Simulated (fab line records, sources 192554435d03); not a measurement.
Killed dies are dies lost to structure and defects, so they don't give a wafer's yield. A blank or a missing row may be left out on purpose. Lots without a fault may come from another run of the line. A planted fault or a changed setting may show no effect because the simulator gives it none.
Chamber matching | flow n5_finfet | N5_SDB_ETCH_25 on rie_diel-01: 4 sister chambers
The step etches SiO2 in C4F6/O2, target depth 10 nm, time 3.3 s. 14 wafers are shown with their chamber, then 7 later ones without.

WAFERS WITH THEIR CHAMBER
wafer  | chamber | drypump_motor_current_A (A) | throttle_valve_pct (%) | showerhead_plenum_p_Torr (Torr)
L074.2 | 1       | 5.3                         | 21.54                  | 2.95
L074.3 | 3       | 6.1                         | 21.00                  | 2.93
L074.6 | 2       | 5.2                         | 21.51                  | 2.77
L076.1 | 2       | 5.2                         | 21.52                  | 2.76
L076.2 | 3       | 6.1                         | 21.01                  | 2.93
L076.5 | 2       | 5.2                         | 21.52                  | 2.76
L083.1 | 0       | 5.1                         | 21.17                  | 2.87
L083.2 | 1       | 5.4                         | 21.55                  | 2.94
L083.5 | 1       | 5.3                         | 21.56                  | 2.94
L088.1 | 1       | 5.3                         | 21.57                  | 2.94
L088.2 | 2       | 5.2                         | 21.54                  | 2.75
L088.4 | 1       | 5.3                         | 21.59                  | 2.94
L093.4 | 0       | 5.1                         | 21.20                  | 2.86
L093.5 | 1       | 5.3                         | 21.59                  | 2.93

SIGNATURES (means of the wafers above)
reading                  | chamber 0 | chamber 1 | chamber 2 | chamber 3 | scatter within a chamber
drypump_motor_current_A  | 5.100     | 5.317     | 5.200     | 6.100     | 0.0289
throttle_valve_pct       | 21.1850   | 21.5667   | 21.5225   | 21.0050   | 0.0176
showerhead_plenum_p_Torr | 2.8650    | 2.9400    | 2.7600    | 2.9300    | 0.00671
Rule: a wafer's distance from a chamber is the root of the sum, over the readings, of the square of ((its reading less the chamber's mean) divided by the reading's scatter). The wafer belongs to the nearest chamber; if the next one is less than 2 further off, it can't be placed. The scatter: the root of (the sum of the squares of (reading less its chamber's mean) over the shown wafers, divided by (wafers less chambers)).

WAFERS WITHOUT THEIR CHAMBER
wafer  | drypump_motor_current_A (A) | throttle_valve_pct (%) | showerhead_plenum_p_Torr (Torr)
L093.6 | 5.3                         | 21.58                  | 2.75
L094.2 | 5.3                         | 21.59                  | 2.93
L094.4 | 5.1                         | 21.20                  | 2.86
L094.5 | 5.1                         | 21.19                  | 2.86
L096.1 | 5.3                         | 21.60                  | 2.93
L096.2 | 5.1                         | 21.21                  | 2.86
L096.4 | 6.1                         | 21.06                  | 2.91

WHICH CHAMBER EACH WENT THROUGH
wafer  | from the rows above | in truth
L093.6 | 2                   | 2
L094.2 | 1                   | 1
L094.4 | 0                   | 0
L094.5 | 0                   | 0
L096.1 | 1                   | 1
L096.2 | 0                   | 0
L096.4 | 3                   | 3
Placed correctly: 7 of 7. Can't be placed from these rows: 0. Placed wrongly: 0.
